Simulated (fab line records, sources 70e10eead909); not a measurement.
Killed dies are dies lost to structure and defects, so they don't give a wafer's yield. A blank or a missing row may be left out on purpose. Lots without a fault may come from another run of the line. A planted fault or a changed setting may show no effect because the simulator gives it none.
Which tool did it? | flow nand_harc | 6 lots, 18 wafers sampled, at 5 steps of a route of 1302

WHAT THE GAUGES READ, wafer by wafer
NHARC_END_SORT_01.
lot  | measured     | on        | killed_at_array
L810 | day 26 03:53 | prober-02 | 46 52 24
L831 | day 34 03:25 | prober-01 | 67 56 52

WHICH TOOL RAN EACH LOT (tool, then ch and the chambers of the sampled wafers, then the start)
lot  | NHARC_A_SLIT_DESCUM_14             | NHARC_A_WL_FILL_ETCHBACK_04       | NHARC_A_WL_FILL_STRIP_29           | NHARC_A_WL_FILL_ETCHBACK_17
L810 | rie_diel-03 ch 0,1,2, day 20 23:19 | rie_metal-01 ch 0,1, day 21 16:16 | rie_diel-08 ch 0,3, day 22 04:05   | rie_metal-03 ch 0,1, day 22 04:12
L813 | rie_diel-03 ch 1,3, day 21 07:13   | rie_metal-01 ch 0,1, day 21 21:31 | rie_diel-05 ch 0,1,3, day 22 07:26 | rie_metal-01 ch 0,1, day 22 07:31
L814 | rie_diel-12 ch 0,1,2, day 22 11:52 | rie_metal-01 ch 0,1, day 23 05:11 | rie_diel-08 ch 0,2,3, day 23 13:49 | rie_metal-02 ch 1, day 23 13:55
L818 | rie_diel-02 ch 1,2,3, day 23 21:59 | rie_metal-02 ch 0, day 24 12:19   | rie_diel-05 ch 0,1,3, day 24 23:26 | rie_metal-02 ch 0,1, day 24 23:34
L824 | rie_diel-12 ch 0,2,3, day 26 19:54 | rie_metal-03 ch 0,1, day 27 10:25 | rie_diel-05 ch 1,2,3, day 27 21:11 | rie_metal-03 ch 0,1, day 27 21:17
L831 | rie_diel-03 ch 0,1,2, day 29 12:29 | rie_metal-01 ch 0,1, day 30 04:01 | rie_diel-05 ch 1,2,3, day 30 14:41 | rie_metal-02 ch 0,1, day 30 14:47
- NHARC_A_SLIT_DESCUM_14: chemistry O2, time 3 s.
- NHARC_A_WL_FILL_ETCHBACK_04: etches the open film in NF3, target depth 60 nm, time 120 s.
- NHARC_A_WL_FILL_STRIP_29: strips in O2, time 20 s.
- NHARC_A_WL_FILL_ETCHBACK_17: etches the open film in Cl2/BCl3, target depth 4 nm, time 26.7 s.

THE ANSWER, worked out from the rows above alone
Rule: what is usual is taken from the lots themselves. Put in order of their means at a reading, lots are off if they are a third of the lots or fewer, leave a main group of 4 or more, and stand apart from it by a gap of 3 or more times the standard deviation of the main group's means; of several such gaps the widest counts. A main group whose means are all the same, to the digits that the tables above print for the reading, isn't used. A lot without any number at a reading at which 4 lots or more have one is off too. The other lots that the step has rows for count as sound.
No lot is off at any reading shown: from this, nothing can be told.

WHAT THE SIMULATOR HAD PUT IN
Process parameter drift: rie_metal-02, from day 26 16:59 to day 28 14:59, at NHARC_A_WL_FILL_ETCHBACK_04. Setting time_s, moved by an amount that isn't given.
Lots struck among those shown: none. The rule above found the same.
